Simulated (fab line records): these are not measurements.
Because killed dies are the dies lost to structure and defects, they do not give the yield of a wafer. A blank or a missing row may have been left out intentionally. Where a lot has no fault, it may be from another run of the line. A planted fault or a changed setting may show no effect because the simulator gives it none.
Matching of chambers | flow nandHarc | NHARC_A_M1_STRIP_18 on rieDiel-10 has 4 sister chambers
The step strips in N2/H2. 18 wafers are shown with their chamber, then 9 later ones without.

== WAFERS, EACH WITH ITS CHAMBER ==
wafer  | chamber | drypumpMotorCurrentA (A) | showerheadPlenumPTorr (Torr) | oesProductAu (a.u.)
L074.1 | 2       | 5.9                      | 2.00                         | 1.003
L074.4 | 0       | 5.9                      | 2.08                         | 0.979
L074.5 | 1       | 5.3                      | 1.94                         | 1.007
L076.3 | 2       | 5.9                      | 2.00                         | 1.004
L076.4 | 1       | 5.3                      | 1.93                         | 1.007
L076.5 | 1       | 5.3                      | 1.94                         | 0.998
L081.2 | 0       | 5.9                      | 2.08                         | 0.991
L081.3 | 1       | 5.3                      | 1.94                         | 0.997
L081.5 | 3       | 6.2                      | 1.98                         | 0.998
L085.1 | 0       | 5.9                      | 2.08                         | 0.991
L085.3 | 3       | 6.2                      | 1.98                         | 0.995
L085.5 | 1       | 5.3                      | 1.93                         | 1.001
L087.4 | 2       | 5.8                      | 2.00                         | 1.010
L087.5 | 0       | 5.9                      | 2.08                         | 0.990
L087.6 | 1       | 5.3                      | 1.93                         | 1.006
L090.1 | 3       | 6.2                      | 1.98                         | 1.004
L090.2 | 2       | 5.8                      | 1.99                         | 1.017
L090.3 | 1       | 5.3                      | 1.93                         | 1.010

SIGNATURES (averages over the wafers above)
reading               | chamber 0 | chamber 1 | chamber 2 | chamber 3 | scatter within a chamber
drypumpMotorCurrentA  | 5.900     | 5.300     | 5.850     | 6.200     | 0.0267
showerheadPlenumPTorr | 2.0800    | 1.9343    | 1.9975    | 1.9800    | 0.0042
oesProductAu          | 0.98775   | 1.00371   | 1.00850   | 0.99900   | 0.00548
Rule: distance of a wafer from a chamber = root of the sum over the readings of ((wafer's reading minus chamber's mean) / reading's scatter) squared. The wafer belongs to the nearest chamber; if the next one is less than 2 further off, it can't be placed. The scatter: the root of (the sum of the squares of (reading less its chamber's mean) over the shown wafers, divided by (wafers less chambers)).

== WAFERS MISSING THEIR CHAMBER ==
wafer  | drypumpMotorCurrentA (A) | showerheadPlenumPTorr (Torr) | oesProductAu (a.u.)
L096.1 | 5.9                      | 2.08                         | 0.995
L096.3 | 5.3                      | 1.93                         | 0.996
L096.5 | 5.8                      | 1.99                         | 0.996
L094.1 | 5.8                      | 1.99                         | 1.015
L094.2 | 5.9                      | 2.08                         | 0.995
L094.5 | 5.8                      | 1.99                         | 1.007
L097.1 | 5.8                      | 1.99                         | 0.986
L097.2 | 5.9                      | 2.08                         | 0.993
L097.3 | 5.3                      | 1.93                         | 1.017

== WHICH CHAMBER EACH WENT THROUGH ==
wafer  | from the rows above | in truth
L096.1 | 0                   | 0
L096.3 | 1                   | 1
L096.5 | 2                   | 2
L094.1 | 2                   | 2
L094.2 | 0                   | 0
L094.5 | 2                   | 2
L097.1 | 2                   | 2
L097.2 | 0                   | 0
L097.3 | 1                   | 1
Placed correctly: 9 of 9. Can't be placed from these rows: 0. Number placed wrongly: 0.
